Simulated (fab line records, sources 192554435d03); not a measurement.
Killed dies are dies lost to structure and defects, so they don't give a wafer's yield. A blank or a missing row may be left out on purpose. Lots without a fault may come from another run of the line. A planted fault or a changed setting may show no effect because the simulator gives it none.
Chamber matching | flow n5_finfet | N5_BEOL_M11_CURE_72 on uv_cure-01: 3 sister chambers
The step cures SiCOH lowk, time 120 s. 20 wafers are shown with their chamber, then 10 later ones without.

WAFERS WITH THEIR CHAMBER
wafer  | chamber | wafer_temp_C_max | lamp_power_pct (%)
L076.1 | 1       | 371.7            | 52.25
L076.4 | 1       | 372.4            | 52.23
L076.6 | 1       | 372.5            | 52.32
L079.2 | 0       | 371.0            | 52.37
L079.4 | 0       | 371.0            | 52.32
L079.6 | 0       | 371.4            | 52.29
L078.1 | 2       | 372.1            | 52.40
L078.2 | 2       | 372.3            | 52.35
L078.5 | 2       | 371.9            | 52.39
L082.1 | 2       | 371.2            | 52.30
L082.2 | 2       | 371.9            | 52.33
L082.5 | 2       | 371.5            | 52.32
L084.1 | 0       | 371.1            | 52.38
L084.2 | 0       | 371.8            | 52.31
L084.3 | 0       | 371.7            | 52.38
L086.1 | 0       | 371.2            | 52.29
L086.2 | 0       | 371.3            | 52.22
L086.4 | 0       | 372.2            | 52.34
L091.1 | 1       | 372.5            | 52.40
L091.2 | 1       | 372.8            | 52.39

SIGNATURES (means of the wafers above)
reading          | chamber 0 | chamber 1 | chamber 2 | scatter within a chamber
wafer_temp_C_max | 371.411   | 372.380   | 371.817   | 0.408
lamp_power_pct   | 52.3222   | 52.3180   | 52.3483   | 0.0564
Rule: a wafer's distance from a chamber is the root of the sum, over the readings, of the square of ((its reading less the chamber's mean) divided by the reading's scatter). The wafer belongs to the nearest chamber; if the next one is less than 2 further off, it can't be placed. The scatter: the root of (the sum of the squares of (reading less its chamber's mean) over the shown wafers, divided by (wafers less chambers)).

WAFERS WITHOUT THEIR CHAMBER
wafer  | wafer_temp_C_max | lamp_power_pct (%)
L091.6 | 372.3            | 52.27
L092.1 | 371.4            | 52.31
L092.2 | 371.1            | 52.32
L092.4 | 372.1            | 52.37
L095.1 | 371.3            | 52.24
L095.2 | 371.1            | 52.34
L095.6 | 371.3            | 52.30
L095.3 | 371.4            | 52.28
L095.4 | 371.2            | 52.29
L095.5 | 371.9            | 52.31

WHICH CHAMBER EACH WENT THROUGH
wafer  | from the rows above          | in truth
L091.6 | can't be placed: 1 or 2 or 0 | 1
L092.1 | can't be placed: 0 or 2      | 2
L092.2 | can't be placed: 0 or 2      | 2
L092.4 | can't be placed: 2 or 1 or 0 | 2
L095.1 | can't be placed: 0 or 2 or 1 | 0
L095.2 | can't be placed: 0 or 2      | 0
L095.6 | can't be placed: 0 or 2      | 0
L095.3 | can't be placed: 0 or 2 or 1 | 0
L095.4 | can't be placed: 0 or 2      | 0
L095.5 | can't be placed: 2 or 1 or 0 | 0
Placed correctly: 0 of 10. Can't be placed from these rows: 10 (the true chamber is among the candidates in 10). Placed wrongly: 0.
